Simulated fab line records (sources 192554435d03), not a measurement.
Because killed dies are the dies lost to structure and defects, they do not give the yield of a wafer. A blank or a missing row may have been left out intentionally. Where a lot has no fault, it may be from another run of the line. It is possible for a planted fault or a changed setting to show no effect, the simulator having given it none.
What tool caused it? :: flow n5 finfet :: 10 lots with 30 wafers sampled at 5 steps, on a route of 1938 steps

## WHAT THE GAUGES SHOWED, per wafer
N5_DUMMY_GATE_CD_MEAS_15 targets a cd of 25.8 nm. Usual: 25.01 nm for cd nm, sd 0.23.
lot: L898
measured: day 3 09:45
on: cd sem-01
cd nm (nm): 24.83 25.14 25.39
flag: 

lot: L899
measured: day 3 15:55
on: cd sem-02
cd nm (nm): 24.40 25.02 24.71
flag: 

lot: L900
measured: day 3 22:29
on: cd sem-01
cd nm (nm): 25.05 24.95 25.10
flag: 

lot: L901
measured: day 4 03:29
on: cd sem-03
cd nm (nm): 24.71 24.58 25.00
flag: 

lot: L902
measured: day 4 12:02
on: cd sem-01
cd nm (nm): 24.52 24.81 24.68
flag: 

lot: L907
measured: day 5 20:01
on: cd sem-01
cd nm (nm): 24.98 25.17 25.54
flag: 

lot: L911
measured: day 6 15:26
on: cd sem-01
cd nm (nm): 24.87 24.97 25.28
flag: 

lot: L913
measured: day 7 05:54
on: cd sem-01
cd nm (nm): 25.04 24.95 25.19
flag: 

lot: L915
measured: day 7 17:40
on: cd sem-02
cd nm (nm): 25.18 25.12 24.69
flag: 

lot: L919
measured: day 8 17:25
on: cd sem-01
cd nm (nm): 25.29 24.94 25.16
flag: 

N5_SD_EPI_N_OVL_MEAS_10. Usual: SD_N_BLK_OVL 0.2 nm, standard deviation 0.68.
lot: L898
measured: day 3 12:11
on: overlay-02
SD_N_BLK_OVL (nm): -0.9 0.6 -0.3
flag: 

lot: L899
measured: day 3 18:43
on: overlay-02
SD_N_BLK_OVL (nm): -0.1 0.0 0.3
flag: 

lot: L900
measured: day 4 00:41
on: overlay-01
SD_N_BLK_OVL (nm): 0.2 1.0 0.8
flag: 

lot: L901
measured: day 4 05:47
on: overlay-01
SD_N_BLK_OVL (nm): 0.8 0.3 0.1
flag: 

lot: L902
measured: day 4 14:25
on: overlay-01
SD_N_BLK_OVL (nm): -0.1 -0.1 0.0
flag: 

lot: L907
measured: day 5 22:13
on: overlay-01
SD_N_BLK_OVL (nm): -0.4 0.5 0.5
flag: 

lot: L911
measured: day 6 17:41
on: overlay-01
SD_N_BLK_OVL (nm): 1.2 1.2 1.3
flag: 

lot: L913
measured: day 8 21:58
on: overlay-01
SD_N_BLK_OVL (nm): 0.6 0.7 0.6
flag: 

lot: L915
measured: day 7 21:18
on: overlay-02
SD_N_BLK_OVL (nm): 0.5 1.0 0.7
flag: 

lot: L919
measured: day 8 20:18
on: overlay-02
SD_N_BLK_OVL (nm): -0.7 0.0 -0.6
flag: 

N5_BEOL_M4_RC_MEAS_101. Usual: DIBL_N 36.1 mV/V, standard deviation 1.6; DIBL_P 35.8 mV/V, standard deviation 2.1; IOFF_N 0.16 nA/um, standard deviation 0.031; IOFF_P 0.21 nA/um, standard deviation 0.034; ION_N 673 uA/um, standard deviation 12; ION_P 461 uA/um, standard deviation 7.2; SS_N 71.4 mV/dec, standard deviation 0.59; SS_P 73.3 mV/dec, standard deviation 0.63; VT_N 250 mV, standard deviation 3.1; VT_P -250 mV, standard deviation 3.3.
lot: L898
measured: day 8 18:02
on: prober-02
DIBL_N (mV/V): 34.3 35.6 35.1
DIBL_P (mV/V): 33.2 35.8 33.9
IOFF_N (nA/um): 0.11 0.13 0.12
IOFF_P (nA/um): 0.15 0.19 0.16
ION_N (uA/um): 661 663 661
ION_P (uA/um): 454 458 460
SS_N (mV/dec): 71.0 70.2 71.0
SS_P (mV/dec): 72.4 73.4 72.8
VT_N (mV): 254 251 254
VT_P (mV): -255 -254 -254
flag: 

lot: L899
measured: day 8 12:54
on: prober-02
DIBL_N (mV/V): 34.4 36.0 36.2
DIBL_P (mV/V): 35.0 36.9 36.9
IOFF_N (nA/um): 0.13 0.16 0.16
IOFF_P (nA/um): 0.17 0.21 0.20
ION_N (uA/um): 658 686 670
ION_P (uA/um): 451 467 457
SS_N (mV/dec): 70.6 71.6 71.4
SS_P (mV/dec): 73.4 73.6 73.9
VT_N (mV): 253 250 250
VT_P (mV): -252 -251 -253
flag: 

lot: L900
measured: day 9 09:04
on: prober-02
DIBL_N (mV/V): 36.3 36.1 38.2
DIBL_P (mV/V): 36.9 37.0 39.6
IOFF_N (nA/um): 0.17 0.17 0.23
IOFF_P (nA/um): 0.21 0.21 0.27
ION_N (uA/um): 683 677 687
ION_P (uA/um): 459 457 465
SS_N (mV/dec): 71.6 71.6 72.3
SS_P (mV/dec): 73.3 73.4 74.0
VT_N (mV): 250 249 243
VT_P (mV): -253 -253 -249
flag: 

lot: L901
measured: day 9 10:52
on: prober-01
DIBL_N (mV/V): 39.2 37.8 38.8
DIBL_P (mV/V): 40.4 38.3 38.2
IOFF_N (nA/um): 0.20 0.17 0.19
IOFF_P (nA/um): 0.27 0.25 0.24
ION_N (uA/um): 688 676 675
ION_P (uA/um): 470 465 461
SS_N (mV/dec): 71.9 71.4 72.3
SS_P (mV/dec): 74.5 74.2 73.5
VT_N (mV): 246 248 252
VT_P (mV): -246 -245 -248
flag: 

lot: L902
measured: day 9 18:20
on: prober-01
DIBL_N (mV/V): 35.0 33.3 35.1
DIBL_P (mV/V): 35.2 31.9 35.1
IOFF_N (nA/um): 0.14 0.10 0.14
IOFF_P (nA/um): 0.18 0.14 0.18
ION_N (uA/um): 666 649 662
ION_P (uA/um): 455 445 452
SS_N (mV/dec): 71.4 70.9 70.7
SS_P (mV/dec): 72.9 72.0 73.5
VT_N (mV): 251 261 252
VT_P (mV): -255 -256 -255
flag: 

lot: L907
measured: day 11 06:13
on: prober-01
DIBL_N (mV/V): 34.2 34.6 36.7
DIBL_P (mV/V): 34.8 36.0 36.9
IOFF_N (nA/um): 0.14 0.15 0.18
IOFF_P (nA/um): 0.20 0.21 0.21
ION_N (uA/um): 666 688 687
ION_P (uA/um): 463 478 471
SS_N (mV/dec): 70.9 71.3 71.7
SS_P (mV/dec): 72.3 72.5 73.6
VT_N (mV): 250 248 247
VT_P (mV): -249 -250 -254
flag: 

lot: L911
measured: day 11 19:40
on: prober-01
DIBL_N (mV/V): 35.4 33.9 32.9
DIBL_P (mV/V): 35.8 34.5 33.4
IOFF_N (nA/um): 0.15 0.13 0.11
IOFF_P (nA/um): 0.21 0.18 0.17
ION_N (uA/um): 672 656 646
ION_P (uA/um): 465 454 457
SS_N (mV/dec): 71.2 70.8 70.6
SS_P (mV/dec): 73.1 72.5 72.7
VT_N (mV): 249 254 253
VT_P (mV): -250 -250 -252
flag: 

lot: L913
measured: day 14 08:28
on: prober-01
DIBL_N (mV/V): 36.0 35.1 37.1
DIBL_P (mV/V): 35.9 33.0 36.0
IOFF_N (nA/um): 0.17 0.16 0.18
IOFF_P (nA/um): 0.24 0.19 0.23
ION_N (uA/um): 672 687 669
ION_P (uA/um): 463 470 461
SS_N (mV/dec): 71.7 71.0 71.3
SS_P (mV/dec): 73.3 72.7 73.4
VT_N (mV): 250 248 246
VT_P (mV): -246 -250 -248
flag: 

lot: L915
measured: day 12 20:27
on: prober-01
DIBL_N (mV/V): 34.9 34.4 35.2
DIBL_P (mV/V): 34.4 33.1 34.6
IOFF_N (nA/um): 0.14 0.12 0.13
IOFF_P (nA/um): 0.20 0.17 0.20
ION_N (uA/um): 658 654 660
ION_P (uA/um): 457 450 454
SS_N (mV/dec): 71.2 70.5 71.1
SS_P (mV/dec): 72.8 72.2 73.1
VT_N (mV): 252 254 251
VT_P (mV): -249 -253 -250
flag: 

lot: L919
measured: day 13 22:20
on: prober-02
DIBL_N (mV/V): 34.9 35.4 36.7
DIBL_P (mV/V): 36.0 36.3 38.3
IOFF_N (nA/um): 0.16 0.17 0.21
IOFF_P (nA/um): 0.20 0.21 0.24
ION_N (uA/um): 682 674 688
ION_P (uA/um): 463 461 463
SS_N (mV/dec): 71.6 71.3 72.0
SS_P (mV/dec): 73.4 74.2 73.9
VT_N (mV): 248 248 242
VT_P (mV): -247 -248 -248
flag: 

## WHAT TOOL EACH LOT RAN ON (gives the tool, then ch and the chambers of the sampled wafers, and finally the start)
lot: L898
N5_DUMMY_GATE_ETCH_42: rie diel-05 ch 0,1,3, day 3 10:55
N5_SD_EPI_N_COAT_32: litho track-02 ch 0, day 3 11:47

lot: L899
N5_DUMMY_GATE_ETCH_42: rie diel-03 ch 1,3, day 3 17:07
N5_SD_EPI_N_COAT_32: litho track-02 ch 0, day 3 18:26

lot: L900
N5_DUMMY_GATE_ETCH_42: rie diel-03 ch 0,1,2, day 3 23:32
N5_SD_EPI_N_COAT_32: litho track-03 ch 0, day 4 00:24

lot: L901
N5_DUMMY_GATE_ETCH_42: rie diel-05 ch 0,1,2, day 4 04:39
N5_SD_EPI_N_COAT_32: litho track-02 ch 0, day 4 05:31

lot: L902
N5_DUMMY_GATE_ETCH_42: rie diel-06 ch 0,1, day 4 13:08
N5_SD_EPI_N_COAT_32: litho track-02 ch 0, day 4 14:01

lot: L907
N5_DUMMY_GATE_ETCH_42: rie diel-06 ch 0,2,3, day 5 21:04
N5_SD_EPI_N_COAT_32: litho track-01 ch 0, day 5 21:56

lot: L911
N5_DUMMY_GATE_ETCH_42: rie diel-06 ch 0,1,2, day 6 16:32
N5_SD_EPI_N_COAT_32: litho track-03 ch 0, day 6 17:24

lot: L913
N5_DUMMY_GATE_ETCH_42: rie diel-03 ch 2,3, day 8 20:41
N5_SD_EPI_N_COAT_32: litho track-03 ch 0, day 8 21:34

lot: L915
N5_DUMMY_GATE_ETCH_42: rie diel-05 ch 1,2,3, day 7 20:08
N5_SD_EPI_N_COAT_32: litho track-01 ch 0, day 7 21:01

lot: L919
N5_DUMMY_GATE_ETCH_42: rie diel-06 ch 1,2,3, day 8 18:52
N5_SD_EPI_N_COAT_32: litho track-03 ch 0, day 8 20:02
- N5_DUMMY_GATE_ETCH_42: etches SiO2 in CHF3/O2, target depth 3.5 nm, time 31 s.
- N5_SD_EPI_N_COAT_32: time 60 s, resist thk 350 nm.

## WHAT THE TOOLS THEMSELVES READ (means of the sampled wafers that have a number; where no wafer has one, the mark that the record gives instead)
N5_DUMMY_GATE_ETCH_42. Usual: drypump motor current A 5.8 A, standard deviation 0.48; oes_o_777_au 0.77 a.u., standard deviation 0.067; oes product au 0.78 a.u., standard deviation 0.069; rf vpp V 42.7 V, standard deviation 0.85; showerhead plenum p Torr 2.42 Torr, standard deviation 0.085; throttle valve pct 18.96 %, standard deviation 0.19.
lot: L898
tool: rie diel-05
drypump motor current A (A): 5.8
oes_o_777_au (a.u.): 0.78
oes product au (a.u.): 0.79
rf vpp V (V): 43.1
showerhead plenum p Torr (Torr): 2.39
throttle valve pct (%): 18.75
flag: 

lot: L899
tool: rie diel-03
drypump motor current A (A): 5.8
oes_o_777_au (a.u.): 0.76
oes product au (a.u.): 0.75
rf vpp V (V): 42.8
showerhead plenum p Torr (Torr): 2.42
throttle valve pct (%): 18.88
flag: 

lot: L900
tool: rie diel-03
drypump motor current A (A): 6.0
oes_o_777_au (a.u.): 0.80
oes product au (a.u.): 0.77
rf vpp V (V): 42.5
showerhead plenum p Torr (Torr): 2.46
throttle valve pct (%): 18.89
flag: 

lot: L901
tool: rie diel-05
drypump motor current A (A): 5.7
oes_o_777_au (a.u.): 0.87
oes product au (a.u.): 0.88
rf vpp V (V): 43.6
showerhead plenum p Torr (Torr): 2.42
throttle valve pct (%): 18.71
flag: 

lot: L902
tool: rie diel-06
drypump motor current A (A): 6.2
oes_o_777_au (a.u.): 0.75
oes product au (a.u.): 0.77
rf vpp V (V): 42.5
showerhead plenum p Torr (Torr): 2.51
throttle valve pct (%): 19.18
flag: 

lot: L907
tool: rie diel-06
drypump motor current A (A): 5.7
oes_o_777_au (a.u.): 0.75
oes product au (a.u.): 0.77
rf vpp V (V): 42.3
showerhead plenum p Torr (Torr): 2.38
throttle valve pct (%): 19.07
flag: 

lot: L911
tool: rie diel-06
drypump motor current A (A): 5.9
oes_o_777_au (a.u.): 0.73
oes product au (a.u.): 0.74
rf vpp V (V): 42.4
showerhead plenum p Torr (Torr): 2.43
throttle valve pct (%): 19.17
flag: 

lot: L913
tool: rie diel-03
drypump motor current A (A): 5.9
oes_o_777_au (a.u.): 0.73
oes product au (a.u.): 0.70
rf vpp V (V): 42.8
showerhead plenum p Torr (Torr): 2.45
throttle valve pct (%): 18.99
flag: 

lot: L915
tool: rie diel-05
drypump motor current A (A): 5.2
oes_o_777_au (a.u.): 0.77
oes product au (a.u.): 0.78
rf vpp V (V): 43.1
showerhead plenum p Torr (Torr): 2.31
throttle valve pct (%): 18.88
flag: 

lot: L919
tool: rie diel-06
drypump motor current A (A): 5.9
oes_o_777_au (a.u.): 0.76
oes product au (a.u.): 0.77
rf vpp V (V): 42.5
showerhead plenum p Torr (Torr): 2.38
throttle valve pct (%): 19.06
flag: 

N5_SD_EPI_N_COAT_32. Usual: 1500.0 rpm for spin speed rpm, sd 0.96.
lot: L898
tool: litho track-02
spin speed rpm (rpm): 1500.4
flag: 

lot: L899
tool: litho track-02
spin speed rpm (rpm): 1500.0
flag: 

lot: L900
tool: litho track-03
spin speed rpm (rpm): 1500.5
flag: 

lot: L901
tool: litho track-02
spin speed rpm (rpm): 1460.1
flag: OFF

lot: L902
tool: litho track-02
spin speed rpm (rpm): 1461.1
flag: OFF

lot: L907
tool: litho track-01
spin speed rpm (rpm): 1500.1
flag: 

lot: L911
tool: litho track-03
spin speed rpm (rpm): 1499.5
flag: 

lot: L913
tool: litho track-03
spin speed rpm (rpm): 1499.5
flag: 

lot: L915
tool: litho track-01
spin speed rpm (rpm): 1500.9
flag: 

lot: L919
tool: litho track-03
spin speed rpm (rpm): 1498.6
flag: 

## THE ANSWER, worked out from the rows above alone
Rule: take the mean of a lot's wafers that have a number; if it is more than 3 standard deviations from the usual mean, the lot is off. Also off: a lot with no number at a reading for which 4 or more lots have one. Where the step has rows for the other lots, those lots are counted as sound. The gauges are gone through in route order, then the tools' own readings, and for those a lot's mean is taken as printed above. The first step at which some lot is off is used, and at that step the reading that is off furthest; a lot without a number counts as furthest.
Off: L901, L902, at N5_SD_EPI_N_COAT_32 (spin speed rpm).
A tool fits if, at that step or a process step before it, it ran every lot that is off, and no sound lot after the first of them. One fits: N5_SD_EPI_N_COAT_32 on litho track-02. A fault onset in the window from L899 (day 3 18:26, its last sound lot) to L901 (day 4 05:31, its first lot off) fits.
On the lots that are off, the tool's own readings at N5_SD_EPI_N_COAT_32 differ by more than 5 times the standard deviation of the sound lots' means, which bears it out; spin speed rpm reads 1460.6 rpm there versus 1499.9 rpm on the sound lots.

## WHAT WAS PUT IN BY THE SIMULATOR
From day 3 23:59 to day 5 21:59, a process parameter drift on litho track-02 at N5_SD_EPI_N_COAT_32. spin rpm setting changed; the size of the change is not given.
Shown lots that were struck: L901, L902. The same result came from the rule above.
